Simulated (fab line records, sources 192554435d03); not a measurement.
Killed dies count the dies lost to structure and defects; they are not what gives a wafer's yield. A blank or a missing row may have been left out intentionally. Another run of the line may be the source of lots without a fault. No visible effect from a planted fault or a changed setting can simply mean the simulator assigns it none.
fab line records / flow n5Finfet
record lots=5 wafers=13 lastDay=18
route steps=1938 shown BEOL_M13@1710 BEOL_M14@1716 PASSIVATION@1936
lots that met no fault: from a run of the same line without faults
startH: start of the lot's first displayed wafer, in hours after the record's first day / waitH: hours since the lot's step before / " identical to the entry in the row above / L1.1+2: one row covering several wafers at once / - value missing, or start not given / * or withheld: withheld / < > ~ a bound
route shown NAME@n: a module of which the file shows steps, and the number in the route of the first / usual: the fault-free wafers' mean and standard deviation / same: alike in all rows / chamber/n: place in a boat / sites: per-site readings / _std_site: the values' standard deviation / _edge_site: inner sites' mean taken away from outer sites' mean / radiusMm: for every site, how far away it sits from the centre of the wafer / mask NAME#n: copy n / behind: tool/chamber where the wafer was last shaped / hold: reason for holding the lot/hours on hold/outcome of the hold / device: the transistor (n, p or np) that didn't switch / end of line: tests of these same wafers at the route's end / a step given without rows: its recipe and nothing more / killed: the dies lost at the first sort to structure and to defects; this is not the yield of the wafer / map: dies across one wafer; x = killed, . = not, _ = none there
set.NAME: the setting as run; set.NAME@STEP: as run at that earlier step / model.NAME: the simulator's own value behind a step, which no gauge read
lots at some steps of the route; a table a step, a row a wafer
services: when a tool's chamber went out of use (startH, in hours from the record's first day, below 0 if earlier), for how many hours, and the reason
## steps
# step N5_BEOL_M13_CMP_49
# recipe stopOn=SiOC tOverpolishS=17.1 downForcePsi=1 platenRpm=50 clearingPlatenDownForcePsi=1.5 clearingPlatenRpm=50 postCmpClean=cuAlkaline targetThkNm=420 clearingPlatenPadVelocityMS=0.99484 padVelocityMS=0.99484
# usual barrierFieldEndpointS=30.1/0.83 motorCurrentA=5.9/0.54 overpolishRunS=17.100/0.0096
lot.wafer=L722.3 tool=cmp-04 chamber=1 startH=276.24 waitH=0.2 barrierFieldEndpointS=31.0 motorCurrentA=6.8 overpolishRunS=17.088
lot.wafer=L722.2 tool=cmp-04 chamber=3 startH=276.24 waitH=0.2 barrierFieldEndpointS=28.7 motorCurrentA=5.9 overpolishRunS=17.093
lot.wafer=L722.1 tool=cmp-04 chamber=0 startH=276.24 waitH=0.2 barrierFieldEndpointS=30.2 motorCurrentA=6.3 overpolishRunS=17.091
lot.wafer=L721.3 tool=cmp-01 chamber=1 startH=276.39 waitH=0.3 barrierFieldEndpointS=29.4 motorCurrentA=5.5 overpolishRunS=17.098
lot.wafer=L721.4 tool=cmp-01 chamber=2 startH=276.39 waitH=0.3 barrierFieldEndpointS=29.9 motorCurrentA=6.8 overpolishRunS=17.118
lot.wafer=L721.1 tool=cmp-01 chamber=3 startH=276.39 waitH=0.3 barrierFieldEndpointS=30.4 motorCurrentA=6.0 overpolishRunS=17.097
lot.wafer=L726.2 tool=cmp-01 chamber=1 startH=294.25 waitH=0.2 barrierFieldEndpointS=31.2 motorCurrentA=5.4 overpolishRunS=17.106
lot.wafer=L726.6 tool=cmp-01 chamber=0 startH=294.25 waitH=0.2 barrierFieldEndpointS=31.3 motorCurrentA=6.0 overpolishRunS=17.104
lot.wafer=L738.1 tool=cmp-02 chamber=2 startH=389.60 waitH=0.3 barrierFieldEndpointS=31.2 motorCurrentA=4.6 overpolishRunS=17.099
lot.wafer=L738.3 tool=cmp-02 chamber=1 startH=389.60 waitH=0.3 barrierFieldEndpointS=28.9 motorCurrentA=5.6 overpolishRunS=17.107
lot.wafer=L738.5 tool=cmp-02 chamber=3 startH=389.60 waitH=0.3 barrierFieldEndpointS=29.9 motorCurrentA=5.7 overpolishRunS=17.105
lot.wafer=L740.1 tool=cmp-02 chamber=3 startH=400.72 waitH=0.3 barrierFieldEndpointS=30.1 motorCurrentA=6.0 overpolishRunS=17.082
lot.wafer=L740.4 tool=cmp-02 chamber=2 startH=400.72 waitH=0.3 barrierFieldEndpointS=30.4 motorCurrentA=4.7 overpolishRunS=17.091
# step N5_BEOL_M13_THK_MEAS_50
# recipe thkMeasGauge=xrf reads=Cu_of_BEOL_M13_ECD_47
# usual M13_THK=426/7.3
lot.wafer=L722.1 tool=filmMetro-02 chamber=- startH=276.53 waitH=- M13_THK[nm]=411
lot.wafer=L722.2 tool=filmMetro-02 chamber=- startH=276.53 waitH=- M13_THK[nm]=414
lot.wafer=L722.3 tool=filmMetro-02 chamber=- startH=276.53 waitH=- M13_THK[nm]=417
lot.wafer=L721.1 tool=filmMetro-02 chamber=- startH=276.68 waitH=- M13_THK[nm]=420
lot.wafer=L721.3 tool=filmMetro-02 chamber=- startH=276.68 waitH=- M13_THK[nm]=424
lot.wafer=L721.4 tool=filmMetro-02 chamber=- startH=276.68 waitH=- M13_THK[nm]=423
lot.wafer=L726.2 tool=filmMetro-01 chamber=- startH=294.50 waitH=- M13_THK[nm]=447
lot.wafer=L726.6 tool=filmMetro-01 chamber=- startH=294.50 waitH=- M13_THK[nm]=431
lot.wafer=L738.1 tool=filmMetro-02 chamber=- startH=389.89 waitH=- M13_THK[nm]=427
lot.wafer=L738.3 tool=filmMetro-02 chamber=- startH=389.89 waitH=- M13_THK[nm]=431
lot.wafer=L738.5 tool=filmMetro-02 chamber=- startH=389.89 waitH=- M13_THK[nm]=426
lot.wafer=L740.1 tool=filmMetro-02 chamber=- startH=401.01 waitH=- M13_THK[nm]=430
lot.wafer=L740.4 tool=filmMetro-02 chamber=- startH=401.01 waitH=- M13_THK[nm]=419
# step N5_BEOL_M13_PRE_CLEAN_52
# recipe gas=NH3 timeS=15 tempC=withheld rfPowerW=300
# step N5_BEOL_M13_DEP_53
# recipe material=SiCN targetThkA=500 tempC=withheld precursor=3MS/NH3 pressureTorr=3 rfW=675 timeS=17.8
# usual showerheadPlenumPTorr=4.173/0.019 throttleValvePct=18.0/0.92
lot.wafer=L722.1 tool=pecvd-04 chamber=1 startH=276.59 waitH=0.0 showerheadPlenumPTorr=4.165 throttleValvePct=19.6
lot.wafer=L722.2 tool=pecvd-04 chamber=2 startH=276.59 waitH=0.0 showerheadPlenumPTorr=4.166 throttleValvePct=17.1
lot.wafer=L722.3 tool=pecvd-04 chamber=0 startH=276.59 waitH=0.0 showerheadPlenumPTorr=4.155 throttleValvePct=19.8
lot.wafer=L721.1 tool=pecvd-03 chamber=1 startH=276.75 waitH=0.0 showerheadPlenumPTorr=4.149 throttleValvePct=17.1
lot.wafer=L721.3 tool=pecvd-03 chamber=0 startH=276.75 waitH=0.0 showerheadPlenumPTorr=4.155 throttleValvePct=17.5
lot.wafer=L721.4 tool=pecvd-03 chamber=2 startH=276.75 waitH=0.0 showerheadPlenumPTorr=4.175 throttleValvePct=17.1
lot.wafer=L726.2 tool=pecvd-03 chamber=1 startH=294.57 waitH=0.0 showerheadPlenumPTorr=4.148 throttleValvePct=16.9
lot.wafer=L726.6 tool=pecvd-03 chamber=0 startH=294.57 waitH=0.0 showerheadPlenumPTorr=4.146 throttleValvePct=17.5
lot.wafer=L738.1 tool=pecvd-02 chamber=0 startH=389.97 waitH=0.0 showerheadPlenumPTorr=4.187 throttleValvePct=17.3
lot.wafer=L738.3 tool=pecvd-02 chamber=2 startH=389.97 waitH=0.0 showerheadPlenumPTorr=4.213 throttleValvePct=17.9
lot.wafer=L738.5 tool=pecvd-02 chamber=0 startH=389.97 waitH=0.0 showerheadPlenumPTorr=4.185 throttleValvePct=17.6
lot.wafer=L740.1 tool=pecvd-02 chamber=2 startH=401.08 waitH=0.0 showerheadPlenumPTorr=4.216 throttleValvePct=18.2
lot.wafer=L740.4 tool=pecvd-02 chamber=2 startH=401.08 waitH=0.0 showerheadPlenumPTorr=4.206 throttleValvePct=18.3
# step N5_BEOL_M13_RS_MEAS_54
# recipe thkMeasGauge=four-point-probe reads=Cu_of_BEOL_M13_ECD_47+Ta_of_BEOL_M13_SPUTTER_44+TaN_of_BEOL_M13_SPUTTER_43
# usual M13_RS=0.0446/0.00065
lot.wafer=L722.1 tool=filmMetro-01 chamber=- startH=276.66 waitH=0.0 M13_RS[ohm/sq]=0.0458
lot.wafer=L722.2 tool=filmMetro-01 chamber=- startH=276.66 waitH=0.0 M13_RS[ohm/sq]=0.0454
lot.wafer=L722.3 tool=filmMetro-01 chamber=- startH=276.66 waitH=0.0 M13_RS[ohm/sq]=0.0449
lot.wafer=L721.1 tool=filmMetro-02 chamber=- startH=276.81 waitH=0.0 M13_RS[ohm/sq]=0.0452
lot.wafer=L721.3 tool=filmMetro-02 chamber=- startH=276.81 waitH=0.0 M13_RS[ohm/sq]=0.0444
lot.wafer=L721.4 tool=filmMetro-02 chamber=- startH=276.81 waitH=0.0 M13_RS[ohm/sq]=0.0452
lot.wafer=L726.2 tool=filmMetro-01 chamber=- startH=294.63 waitH=0.1 M13_RS[ohm/sq]=0.0430
lot.wafer=L726.6 tool=filmMetro-01 chamber=- startH=294.63 waitH=0.1 M13_RS[ohm/sq]=0.0446
lot.wafer=L738.1 tool=filmMetro-01 chamber=- startH=390.05 waitH=0.1 M13_RS[ohm/sq]=0.0443
lot.wafer=L738.3 tool=filmMetro-01 chamber=- startH=390.05 waitH=0.1 M13_RS[ohm/sq]=0.0442
lot.wafer=L738.5 tool=filmMetro-01 chamber=- startH=390.05 waitH=0.1 M13_RS[ohm/sq]=0.0446
lot.wafer=L740.1 tool=filmMetro-01 chamber=- startH=401.17 waitH=0.1 M13_RS[ohm/sq]=0.0443
lot.wafer=L740.4 tool=filmMetro-01 chamber=- startH=401.17 waitH=0.1 M13_RS[ohm/sq]=0.0454
# step N5_BEOL_M13_INSPECT_55
# recipe inspectInstrument=darkfield mode=postDep
# usual rawDefectCount=68/22
lot.wafer=L722.1 tool=defectInspect-01 chamber=- startH=276.68 waitH=0.0 rawDefectCount=62
lot.wafer=L722.2 tool=defectInspect-01 chamber=- startH=276.68 waitH=0.0 rawDefectCount=61
lot.wafer=L722.3 tool=defectInspect-01 chamber=- startH=276.68 waitH=0.0 rawDefectCount=84
lot.wafer=L721.1 tool=defectInspect-01 chamber=- startH=276.84 waitH=0.0 rawDefectCount=66
lot.wafer=L721.3 tool=defectInspect-01 chamber=- startH=276.84 waitH=0.0 rawDefectCount=59
lot.wafer=L721.4 tool=defectInspect-01 chamber=- startH=276.84 waitH=0.0 rawDefectCount=60
lot.wafer=L726.2 tool=defectInspect-02 chamber=- startH=294.66 waitH=0.0 rawDefectCount=72
lot.wafer=L726.6 tool=defectInspect-02 chamber=- startH=294.66 waitH=0.0 rawDefectCount=101
lot.wafer=L738.1 tool=defectInspect-01 chamber=- startH=390.08 waitH=0.0 rawDefectCount=83
lot.wafer=L738.3 tool=defectInspect-01 chamber=- startH=390.08 waitH=0.0 rawDefectCount=106
lot.wafer=L738.5 tool=defectInspect-01 chamber=- startH=390.08 waitH=0.0 rawDefectCount=79
lot.wafer=L740.1 tool=defectInspect-02 chamber=- startH=401.19 waitH=0.0 rawDefectCount=61
lot.wafer=L740.4 tool=defectInspect-02 chamber=- startH=401.19 waitH=0.0 rawDefectCount=37
# step N5_BEOL_M14_ILD_DEP_00
# recipe material=SiO2 targetThkA=11193 tempC=400 precursor=TEOS/O2 pressureTorr=6.5 rfW=900 teosFlowSccm=161.4 gas=O2 flowSccm=2650 timeS=237.4
# usual heaterPowerW=569/120 showerheadPlenumPTorr=8.34/0.035 throttleValvePct=18.8/1.1
lot.wafer=L722.1 tool=pecvd-04 chamber=2 startH=276.72 waitH=0.0 heaterPowerW=497 showerheadPlenumPTorr=8.36 throttleValvePct=17.7
lot.wafer=L722.2 tool=pecvd-04 chamber=1 startH=276.72 waitH=0.0 heaterPowerW=400 showerheadPlenumPTorr=8.34 throttleValvePct=20.2
lot.wafer=L722.3 tool=pecvd-04 chamber=0 startH=276.72 waitH=0.0 heaterPowerW=650 showerheadPlenumPTorr=8.34 throttleValvePct=19.7
lot.wafer=L721.1 tool=pecvd-03 chamber=1 startH=276.88 waitH=0.0 heaterPowerW=715 showerheadPlenumPTorr=8.31 throttleValvePct=17.9
lot.wafer=L721.3 tool=pecvd-03 chamber=2 startH=276.88 waitH=0.0 heaterPowerW=791 showerheadPlenumPTorr=8.41 throttleValvePct=17.8
lot.wafer=L721.4 tool=pecvd-03 chamber=1 startH=276.88 waitH=0.0 heaterPowerW=564 showerheadPlenumPTorr=8.31 throttleValvePct=17.8
lot.wafer=L726.2 tool=pecvd-01 chamber=2 startH=294.70 waitH=0.0 heaterPowerW=675 showerheadPlenumPTorr=8.26 throttleValvePct=18.4
lot.wafer=L726.6 tool=pecvd-01 chamber=2 startH=294.70 waitH=0.0 heaterPowerW=534 showerheadPlenumPTorr=8.26 throttleValvePct=18.5
lot.wafer=L738.1 tool=pecvd-03 chamber=0 startH=390.12 waitH=0.0 heaterPowerW=592 showerheadPlenumPTorr=8.35 throttleValvePct=18.0
lot.wafer=L738.3 tool=pecvd-03 chamber=2 startH=390.12 waitH=0.0 heaterPowerW=725 showerheadPlenumPTorr=8.40 throttleValvePct=17.8
lot.wafer=L738.5 tool=pecvd-03 chamber=2 startH=390.12 waitH=0.0 heaterPowerW=813 showerheadPlenumPTorr=8.38 throttleValvePct=18.0
lot.wafer=L740.1 tool=pecvd-04 chamber=2 startH=401.23 waitH=0.0 heaterPowerW=522 showerheadPlenumPTorr=8.36 throttleValvePct=17.9
lot.wafer=L740.4 tool=pecvd-04 chamber=0 startH=401.23 waitH=0.0 heaterPowerW=500 showerheadPlenumPTorr=8.36 throttleValvePct=20.2
# step N5_BEOL_M14_THK_MEAS_01
# recipe reads=SiO2_of_BEOL_M14_ILD_DEP_00
# usual M14_ILD_THK=1117/17
lot.wafer=L722.1 tool=filmMetro-01 chamber=- startH=276.91 waitH=0.1 M14_ILD_THK[nm]=1089
lot.wafer=L722.2 tool=filmMetro-01 chamber=- startH=276.91 waitH=0.1 M14_ILD_THK[nm]=1090
lot.wafer=L722.3 tool=filmMetro-01 chamber=- startH=276.91 waitH=0.1 M14_ILD_THK[nm]=1085
lot.wafer=L721.1 tool=filmMetro-02 chamber=- startH=277.07 waitH=0.1 M14_ILD_THK[nm]=1124
lot.wafer=L721.3 tool=filmMetro-02 chamber=- startH=277.07 waitH=0.1 M14_ILD_THK[nm]=1142
lot.wafer=L721.4 tool=filmMetro-02 chamber=- startH=277.07 waitH=0.1 M14_ILD_THK[nm]=1139
lot.wafer=L726.2 tool=filmMetro-02 chamber=- startH=294.89 waitH=0.1 M14_ILD_THK[nm]=1100
lot.wafer=L726.6 tool=filmMetro-02 chamber=- startH=294.89 waitH=0.1 M14_ILD_THK[nm]=1114
lot.wafer=L738.1 tool=filmMetro-01 chamber=- startH=390.31 waitH=0.1 M14_ILD_THK[nm]=1106
lot.wafer=L738.3 tool=filmMetro-01 chamber=- startH=390.31 waitH=0.1 M14_ILD_THK[nm]=1121
lot.wafer=L738.5 tool=filmMetro-01 chamber=- startH=390.31 waitH=0.1 M14_ILD_THK[nm]=1132
lot.wafer=L740.1 tool=filmMetro-01 chamber=- startH=401.42 waitH=0.1 M14_ILD_THK[nm]=1109
lot.wafer=L740.4 tool=filmMetro-01 chamber=- startH=401.42 waitH=0.1 M14_ILD_THK[nm]=1140
# step N5_BEOL_M14_COAT_58
# recipe resist=BARC tempC=205 timeS=60 spinRpm=1500 resistThkNm=89
# step N5_BEOL_M14_COAT_04
# recipe spinRpm=1704 resistThkNm=800
# step N5_BEOL_M14_EBR_06
# recipe solvent=PGMEA ebrWidthMm=1.5
# step N5_BEOL_M14_SOFTBAKE_05
# recipe tempC=130 timeS=60
# step N5_BEOL_M14_EXPOSE_07
# recipe maskId=V13 na=0.8 sourceShape=annular sigmaInner=0.5 sigmaOuter=0.8 polarization=unpolarized attpsmPhaseDeg=180 doseMj=57
# usual exposureDoseMJCm2=56.97/0.069
lot.wafer=L722.1 tool=krfScanner-01 chamber=0 startH=277.17 waitH=- mask=V13#0 exposureDoseMJCm2=57.05
lot.wafer=L722.2 tool=krfScanner-01 chamber=0 startH=277.17 waitH=- mask=V13#0 exposureDoseMJCm2=56.90
lot.wafer=L722.3 tool=krfScanner-01 chamber=0 startH=277.17 waitH=- mask=V13#0 exposureDoseMJCm2=57.00
lot.wafer=L721.1 tool=krfScanner-02 chamber=0 startH=277.33 waitH=- mask=V13#0 exposureDoseMJCm2=56.90
lot.wafer=L721.3 tool=krfScanner-02 chamber=0 startH=277.33 waitH=- mask=V13#0 exposureDoseMJCm2=56.98
lot.wafer=L721.4 tool=krfScanner-02 chamber=0 startH=277.33 waitH=- mask=V13#0 exposureDoseMJCm2=56.94
lot.wafer=L726.2 tool=krfScanner-01 chamber=0 startH=295.02 waitH=- mask=V13#0 exposureDoseMJCm2=57.36
lot.wafer=L726.6 tool=krfScanner-01 chamber=0 startH=295.02 waitH=- mask=V13#0 exposureDoseMJCm2=57.25
lot.wafer=L738.1 tool=krfScanner-02 chamber=0 startH=390.56 waitH=- mask=V13#0 exposureDoseMJCm2=57.05
lot.wafer=L738.3 tool=krfScanner-02 chamber=0 startH=390.56 waitH=- mask=V13#0 exposureDoseMJCm2=57.03
lot.wafer=L738.5 tool=krfScanner-02 chamber=0 startH=390.56 waitH=- mask=V13#0 exposureDoseMJCm2=57.05
lot.wafer=L740.1 tool=krfScanner-01 chamber=0 startH=401.68 waitH=- mask=V13#0 exposureDoseMJCm2=56.93
lot.wafer=L740.4 tool=krfScanner-01 chamber=0 startH=401.68 waitH=- mask=V13#0 exposureDoseMJCm2=56.92
# step N5_BEOL_M14_PEB_08
# recipe pebTempC=130 pebTimeS=90
# step N5_PASSIVATION_PROBE_49
# usual defectLimitedYield=91.3/1.4 killed_at_M0_to_M3=36/10 killed_at_M4_up=13/5.4 killedAtContacts=12/5.3 killedAtFrontEnd=39/10 killedAtOther=3.2/2.7 killedDies=103/16 killedOpen=68/13 killedShort=33/6.6 sort_bin_5_function=5.1/0.92 sort_bin_6_memory=3.3/0.68 sort_bin_8_speed=0.1/0.41 sortNPass=1077/17 sortYieldPct=91.2/1.4
# same grossDies=1180 killedAtBackSide=0 sort_bin_4_leakage[%]=0
lot.wafer=L722.1 tool=prober-01 chamber=- startH=307.44 waitH=0.2 defectLimitedYield[%]=87.9 killed_at_M0_to_M3=39 killed_at_M4_up=17 killedAtContacts=18 killedAtFrontEnd=67 killedAtOther=2 killedDies=143 killedOpen=98 killedShort=45 sort_bin_5_function[%]=7.4 sort_bin_6_memory[%]=4.6 sort_bin_8_speed[%]=0 sortNPass=1037 sortYieldPct[%]=87.9
lot.wafer=L722.2 tool=prober-01 chamber=- startH=307.49 waitH=0.2 defectLimitedYield[%]=91.9 killed_at_M0_to_M3=34 killed_at_M4_up=4 killedAtContacts=15 killedAtFrontEnd=36 killedAtOther=7 killedDies=96 killedOpen=63 killedShort=31 sort_bin_5_function[%]=4.7 sort_bin_6_memory[%]=3.1 sort_bin_8_speed[%]=0 sortNPass=1084 sortYieldPct[%]=91.9
lot.wafer=L722.3 tool=prober-01 chamber=- startH=307.54 waitH=0.3 defectLimitedYield[%]=92.3 killed_at_M0_to_M3=24 killed_at_M4_up=16 killedAtContacts=11 killedAtFrontEnd=37 killedAtOther=3 killedDies=91 killedOpen=53 killedShort=37 sort_bin_5_function[%]=4.2 sort_bin_6_memory[%]=3.1 sort_bin_8_speed[%]=0 sortNPass=1089 sortYieldPct[%]=92.3
# killed by level:class
L722.1 STI_FIN_REVEAL:geometricParticle:open=19 BEOL_M0_SAQP:geometricParticle:short=18 FIN_SAQP:geometricParticle:open=16 BEOL_M0_SAQP:geometricParticle:open=14 MOL_CONTACT_COAG:geometricParticle:open=12 BEOL_M4:geometricParticle:open=12 GATE_CUT:geometricParticle:open=7 MOL_CONTACT_COAG:geometricParticle:short=6
L722.2 MOL_CONTACT_COAG:geometricParticle:open=12 BEOL_M0_SAQP:geometricParticle:short=10 FIN_SAQP:geometricParticle:short=9 BEOL_M0_SAQP:geometricParticle:open=9 FIN_SAQP:geometricParticle:open=7 STI_FIN_REVEAL:geometricParticle:open=7 BEOL_M3:geometricParticle:open=5 BEOL_M2:geometricParticle:open=4
L722.3 STI_FIN_REVEAL:geometricParticle:open=12 BEOL_M0_SAQP:geometricParticle:short=12 BEOL_M4:geometricParticle:open=10 MOL_CONTACT_COAG:geometricParticle:open=8 GATE_CUT:geometricParticle:short=6 STARTING-WAFER:geometricParticle:short=6 BEOL_M1:geometricParticle:open=5 FIN_SAQP:geometricParticle:short=3
## services
tool=cmp-02 chamber=- startH=255.34 hours=0.7 kind=repair
tool=cmp-02 chamber=- startH=273.64 hours=5.6 kind=pm
tool=krfScanner-01 chamber=- startH=275.03 hours=0.8 kind=pm
tool=krfScanner-02 chamber=- startH=279.33 hours=0.8 kind=pm
tool=cmp-01 chamber=- startH=289.56 hours=1.3 kind=repair
tool=cmp-02 chamber=- startH=297.00 hours=8.2 kind=pm
tool=pecvd-02 chamber=- startH=298.47 hours=2.8 kind=pm
tool=krfScanner-01 chamber=- startH=326.26 hours=1.0 kind=pm
tool=pecvd-03 chamber=0 startH=333.35 hours=5.9 kind=repair
tool=krfScanner-01 chamber=- startH=347.07 hours=0.5 kind=repair
tool=krfScanner-02 chamber=- startH=349.82 hours=1.0 kind=pm
tool=pecvd-01 chamber=- startH=353.41 hours=6.0 kind=pm
tool=pecvd-03 chamber=- startH=357.19 hours=1.2 kind=repair
tool=krfScanner-01 chamber=- startH=362.56 hours=4.1 kind=repair
tool=cmp-04 chamber=- startH=363.58 hours=5.0 kind=pm
tool=cmp-02 chamber=- startH=374.37 hours=0.7 kind=repair
tool=cmp-01 chamber=- startH=376.79 hours=3.4 kind=pm
tool=cmp-02 chamber=- startH=378.84 hours=1.1 kind=repair
tool=cmp-02 chamber=- startH=380.54 hours=2.3 kind=repair
tool=cmp-01 chamber=- startH=384.29 hours=1.3 kind=repair
tool=krfScanner-02 chamber=- startH=387.84 hours=1.2 kind=repair
tool=cmp-04 chamber=- startH=397.26 hours=1.0 kind=repair
tool=krfScanner-02 chamber=- startH=398.68 hours=0.2 kind=repair
tool=krfScanner-02 chamber=- startH=399.07 hours=1.3 kind=pm
## key
firstSign step=N5_BEOL_M14_EXPOSE_07 reading=exposureDoseMJCm2 direction=up sigmas=4.8 usual=56.97 struck=57.31
effect none on later readings
metAt N5_BEOL_M14_EXPOSE_07
struckWafers L726.2,L726.6
loopTrim step=N5_BEOL_M14_EXPOSE_07 setting=dose lots=L726
onsetBetween 277.17 295.02
fault kind=processParameterDrift tool=krfScanner-01 chamber=- onsetH=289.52 steps=N5_BEOL_M14_EXPOSE_07 channel=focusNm offset=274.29 spreadByWafer=0.3 shape=step endH=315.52
# loopTrim: a control loop set the setting to another value than it would have without faults
